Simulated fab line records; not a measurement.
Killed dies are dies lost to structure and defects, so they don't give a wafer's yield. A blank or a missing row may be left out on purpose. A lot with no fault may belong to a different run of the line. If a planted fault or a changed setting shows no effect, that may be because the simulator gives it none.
Struck lot and sound lot, side by side | flow n5Finfet | 16 steps out of a route of 1938
Sound: wafers L878.1, L878.3, L878.5. Struck: wafer L879.4 (left out: L879.5, a lot-mate that was not struck); the cause follows at the end.
Each step with rows lists, per side, the tool, then ch with its chambers, then its first start. Under that, the readings that differ: sound wafers | struck wafers | difference of the means | sigmas: that difference in standard deviations of wafers without a fault.
alike: readings with means less than 2 such deviations apart, plus words and numbers identical on both sides. not compared: withheld readings, readings lacking a value on some wafer, bounds such as >300 that could conceal the same value, and numbers that have no deviation in the record and whose values overlap.
Wherever a step has rows on one side only, a row that says differs or no value, or a row with sigmas, the two part there. Non-overlapping numbers with no deviation appear without sigmas and do not part them. Lack of a reading on every wafer of one side parts them only where that side has two or more wafers.

N5_BEOL_M4_SPUTTER_92: material Cu, target thk 4.5 nm, time 8.29 s.
  sound: pvdSputter-02 at day 9 00:17; struck: pvdSputter-01 at day 9 18:26
  alike: substrateTempC, susceptorTempC, throttleValvePct
N5_BEOL_M4_ANNEAL_93: time 240 s.
  sound: pvdSputter-02 at day 9 00:22; struck: pvdSputter-01 at day 9 18:31
reading            | sound                | struck | difference | sigmas
susceptorTempC (C) | 399.35 399.49 399.66 | 400.07 | +0.57      | +2
  alike: heaterPowerW
then, 1 step without rows for these wafers: N5_BEOL_M4_SPUTTER_94 (material Cu, target thk 4.5 nm, time 8.29 s).
N5_BEOL_M4_ANNEAL_95: time 240 s.
  sound: pvdSputter-02 at day 9 00:35; struck: pvdSputter-01 at day 9 18:44
  alike: heaterPowerW, susceptorTempC
N5_BEOL_M4_SPUTTER_96: material Cu, target thk 4.5 nm, time 8.29 s.
  sound: pvdSputter-02 at day 9 00:43; struck: pvdSputter-01 at day 9 18:53
  alike: substrateTempC, susceptorTempC, throttleValvePct
then, 3 steps without rows for these wafers: N5_BEOL_M4_ECD_50 (material Cu, target thk 300 nm); N5_BEOL_M4_ANNEAL_51 (time 90 s); N5_BEOL_M4_CMP_52 (polishes, stops on SiOC, t overpolish 6.8 s, target thk 40 nm).
N5_BEOL_M4_THK_MEAS_53: measures by xrf.
  sound: filmMetro-01 at day 9 02:43; struck: filmMetro-02 at day 9 22:25
  alike: M4_THK
then, 1 step without rows for these wafers: N5_BEOL_M4_PRE_CLEAN_60 (time 15 s).
N5_BEOL_M4_CO_CAP_55: material Co, precursor CCTBA/H2, target thk 2 nm, time 102.1 s.
  sound on cvdCo-01 ch 0,1, day 9 02:47; struck on cvdCo-01 ch 1, day 9 22:31
reading            | sound                | struck | difference | sigmas
susceptorTempC (C) | 199.97 199.88 199.93 | 200.42 | +0.49      | +3
  alike: heaterPowerW
then, 1 step without rows for these wafers: N5_BEOL_M4_PRE_CLEAN_56 (time 15 s).
N5_BEOL_M4_DEP_57: deposits SiCN from 3MS/NH3, target thk 8 nm, time 14 s.
  sound on pecvd-02 ch 0,1,2, day 9 02:54; struck on pecvd-02 ch 0, day 9 22:37
reading                                 | sound     | struck | difference | sigmas
model.SiCN_of_BEOL_M4_DEP_57.thkNm (nm) | 7.8 8 7.8 | 8.4    | +0.5       | 
  alike: showerheadPlenumPTorr, throttleValvePct
N5_BEOL_M4_RS_MEAS_58: the measuring method here is four-point-probe.
  sound: filmMetro-02 at day 9 02:58; struck: filmMetro-01 at day 9 22:41
  alike: M4_RS
N5_BEOL_M4_RC_MEAS_101:
  sound on prober-01 ch 0, day 9 03:01; struck on prober-02 ch 0, day 9 23:11
reading        | sound          | struck | difference | sigmas
IOFF_P (nA/um) | 0.27 0.29 0.29 | 0.19   | -0.09      | -2
VT_P (mV)      | -248 -244 -242 | -255   | -10        | -3
  alike: DIBL_N, DIBL_P, IOFF_N, ION_N, ION_P, SS_N, SS_P, VT_N
N5_PASSIVATION_PROBE_49:
  the record holds rows for the sound wafers here (prober-01, day 13 21:26) but none for the struck ones

WHERE THEY PART
At N5_BEOL_M4_ANNEAL_93 first; at N5_PASSIVATION_PROBE_49 last (within this record only).

WHY: what the simulator had put in
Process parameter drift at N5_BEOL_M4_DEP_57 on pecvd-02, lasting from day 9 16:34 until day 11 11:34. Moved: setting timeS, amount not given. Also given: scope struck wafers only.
